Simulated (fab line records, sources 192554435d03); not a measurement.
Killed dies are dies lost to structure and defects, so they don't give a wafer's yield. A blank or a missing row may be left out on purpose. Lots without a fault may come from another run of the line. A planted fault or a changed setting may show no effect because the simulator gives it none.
Problem report in the 8D (eight disciplines) form, filled by code | flow n5_finfet | the parts of the form that need people (team, actions taken, sign-off) are left out

1. THE PROBLEM
cathode_dc_power_W at N5_BEOL_M11_SPUTTER_48 reads a mean of 22847 W on 3 wafers of 2 lots; wafers without a fault read 26001 W with a standard deviation of 4.7. That is -99 or more standard deviations from the usual mean.
The step: material Cu, target thk 12 nm, time 2 s.
First seen on wafer L914.1, day 14 18:32, on pvd_sputter-01. The record holds 29 wafers of 10 lots with a number at this step. Rule for "out", or "out of limits": more than 4 standard deviations from the usual mean. The other wafers with a number count as sound.

2. WHAT IT IS AND WHAT IT IS NOT
question                    | is                     | is not
which readings at this step | cathode_dc_power_W     | throttle_valve_pct
which lots                  | L914, L917             | L899, L903, L904, L912, L913, L915, L921, L922
which wafers of those lots  | L914.1, L914.6, L917.3 | L914.4, L917.1, L917.4
read on which tools         | pvd_sputter-01         | pvd_sputter-02
when                        | from day 14 18:32      | up to then (15 sound wafers); but 11 sound wafers of L915, L917, L921, L922 came after

3. SUSPECTS, AND WHAT RULES EACH OUT
Counting: a tool at a process step up to the reading stays a suspect if it ran every lot that is out. Sound lots after the first of them don't rule it out here, since some wafers of a struck lot are sound.
- rie_diel-01 at N5_BEOL_M11_VIA_ETCH_34 (etches SiCOH lowk in C4F6/O2, target depth 184.5 nm, time 69.2 s): kept. It ran every lot that is out, first L914 (day 14 16:05); its last sound lot up to then is L912 (day 13 18:31).
- rie_diel-01 at N5_BEOL_M11_STRIP_36 (strips in N2/H2): kept. It ran every lot that is out, first L914 (day 14 16:09); its last sound lot up to then is L912 (day 13 18:35).
- pvd_sputter-01 at N5_BEOL_M11_SPUTTER_48 (material Cu, target thk 12 nm, time 2 s): kept. It ran every lot that is out, first L914 (day 14 18:32); its last sound lot up to then is L913 (day 14 17:24). Its own readings are out on those wafers: cathode_dc_power_W.
Left after counting: rie_diel-01 at N5_BEOL_M11_VIA_ETCH_34, rie_diel-01 at N5_BEOL_M11_STRIP_36, pvd_sputter-01 at N5_BEOL_M11_SPUTTER_48.

4. THE CAUSE (what the simulator had put in)
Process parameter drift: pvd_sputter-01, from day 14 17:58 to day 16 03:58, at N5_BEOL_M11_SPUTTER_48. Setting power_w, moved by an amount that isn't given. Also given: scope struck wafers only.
Counting left 3 suspects, and this tool is among them.

5. THE CHAIN OF EFFECTS, in route order
Each row: a reading whose mean over the struck wafers that have a number lies more than 3 standard deviations from the usual. Only readings for which the record gives a usual standard deviation are gone through. hours: the time from each lot's start at the first step in this table that gives one to its start at this step, as a median over the lots. sigmas: the change in usual standard deviations.
hours | step                   | reading            | usual   | on struck wafers | change | sigmas
0     | N5_BEOL_M11_SPUTTER_48 | cathode_dc_power_W | 26001 W | 22847            | -3154  | -99 or more
The process steps in it:
- N5_BEOL_M11_SPUTTER_48: material Cu, target thk 12 nm, time 2 s.

6. WHAT WOULD HAVE CAUGHT IT SOONER
In this record the first reading out of limits was taken at day 14 18:32, 1 hour after the fault began at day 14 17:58.
